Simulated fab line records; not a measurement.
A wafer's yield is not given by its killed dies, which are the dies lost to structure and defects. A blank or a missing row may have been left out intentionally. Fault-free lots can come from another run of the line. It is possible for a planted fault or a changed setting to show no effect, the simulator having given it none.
A lot that was struck, set against a sound lot ; flow n5_finfet ; 37 steps out of a route of 1938
Sound: wafers L292.1, L292.4, L292.6. Struck: wafer L303.2 (left out: L303.1, L303.6 of the same lot, which were not struck); the cause appears at the end.
Per side, at each step with rows, come the tool, then ch with its chambers, and then its first start. Under that, the readings that differ: sound wafers ; struck wafers ; difference of the means ; sigmas: that difference in standard deviations of wafers without a fault.
alike: a reading whose means differ by less than 2 such deviations, as well as words and numbers matching on both sides. not compared: withheld readings; readings where some wafer has no value; bounds like >300 that might hide an equal value; numbers whose values overlap and for which the record gives no deviation.
A row with sigmas, a row that says differs or no value, or rows on one side alone: a step with any of these is where the two part. Numbers that have no deviation but don't overlap get no sigmas and don't part them. A reading missing from all wafers of one side parts the sides only when that side holds two or more wafers.

first, 10 steps without rows for these wafers: N5_HKMG_FIN_ALD_72 (deposits W, target thk 2 nm, pulse time 1 s, purge time 2 s); N5_HKMG_FIN_W_FILL_22 (material W, target thk 60 nm, time 18.2 s); N5_HKMG_FIN_PRECLEAN_83 (cleans in DIW, time 57.5 s); N5_HKMG_FIN_SRD_84 (dry time 32 s); N5_HKMG_FIN_CMP_23 (polishes, stops on SiNx, t overpolish 10 s, target thk 46.326 nm); N5_HKMG_FIN_CMP_94 (polishes, stops on SiNx, t overpolish 4.7 s, target thk 43.299 nm); N5_GATE_CUT_ETCHBACK_00 (etches W in SF6/Cl2); N5_GATE_CUT_ETCH_56 (etches TiN in Cl2/Ar, target depth 21.6 nm); N5_GATE_CUT_ETCHBACK_30 (etches TiN in Cl2/Ar, target depth 3 nm); N5_GATE_CUT_VAPOR_ETCH_60 (etches HfO2 in BCl3/Cl2).
N5_GATE_CUT_ETCH_58: etches SiNx in CH3F/O2, target depth 17 nm, time 128.6 s.
  sound on rie_diel-06 ch 0,1,2, day 4 21:35; struck on rie_diel-04 ch 3, day 7 15:19
  alike: drypump_motor_current_A, oes_product_au, rf_vpp_V, showerhead_plenum_p_Torr, throttle_valve_pct
  not compared: rf_hours_counter_h
then, 25 steps without rows for these wafers: N5_GATE_CUT_STRIP_59 (strips in N2/H2, time 20 s); N5_GATE_CUT_PRECLEAN_31 (cleans in DIW, time 300 s); N5_GATE_CUT_SRD_32 (time 30 s); N5_GATE_CUT_SAC_CAP_01 (material SiNx, target thk 24 nm, pulse time 1 s, ald cycles 480); N5_GATE_CUT_PECVD_57 (deposits SiNx from SiH4/NH3/N2, target thk 21 nm); N5_GATE_CUT_CMP_02 (polishes, stops on SiO2, t overpolish 12.7 s, target thk 0 nm); N5_GATE_CUT_HM_DEP_46 (deposits SiO2 from TEOS/O2, target thk 130 nm, time 26.6 s); N5_GATE_CUT_COAT_34 (time 60 s, resist thk 60 nm); N5_GATE_CUT_COAT_35 (time 60 s, resist thk 10 nm); N5_GATE_CUT_COAT_27 (time 60 s, resist thk 10 nm); N5_GATE_CUT_COAT_07 (resist thk 30 nm); N5_GATE_CUT_EBR_09; N5_GATE_CUT_SOFTBAKE_08 (time 60 s); N5_GATE_CUT_EXPOSE_10 (exposes mask GATE CUT, target cd 20 nm); N5_GATE_CUT_PEB_11 (peb time 60 s); N5_GATE_CUT_DEVELOP_12 (develop time 30 s); N5_GATE_CUT_DESCUM_18 (chemistry O2, time 7 s); N5_GATE_CUT_ETCH_28 (etches underlayer in N2/H2, target depth 13 nm, time 10.4 s); N5_GATE_CUT_ETCH_36 (etches SiARC in CF4, target depth 13 nm, time 21.7 s); N5_GATE_CUT_ETCH_37 (etches SOC in N2/H2, target depth 60 nm, overetch 12 nm, time 90 s); N5_GATE_CUT_STRIP_38 (strips in N2/H2); N5_GATE_CUT_STRIP_39 (strips in N2/H2); N5_GATE_CUT_HM_OPEN_40 (chemistry C4F6/O2, target SiO2, target depth 139 nm, time 85.1 s); N5_GATE_CUT_STRIP_41 (strips in CF4); N5_GATE_CUT_STRIP_42 (strips in O2).
-- here the record skips 9 days between the struck wafers' starts before and after, leaving off in module GATE_CUT and picking up in module PASSIVATION (first step shown: number 1936 of the route) --
N5_PASSIVATION_PROBE_49:
  struck on prober-02, day 17 00:20; sound on prober-01, day 14 09:32
reading;sound;struck;difference;sigmas
killed_at_front_end;22 29 32;180;+152;+13
killed_dies;84 109 99;243;+146;+9
killed_on_rim;7 14 12;31;+20;+5
  alike: killed_at_M0_to_M3, killed_at_M4_up, killed_at_contacts, killed_at_other, killed_open, killed_short

## WHERE THEY PART
Only at N5_PASSIVATION_PROBE_49, within this record.

WHY: whatever the simulator had introduced
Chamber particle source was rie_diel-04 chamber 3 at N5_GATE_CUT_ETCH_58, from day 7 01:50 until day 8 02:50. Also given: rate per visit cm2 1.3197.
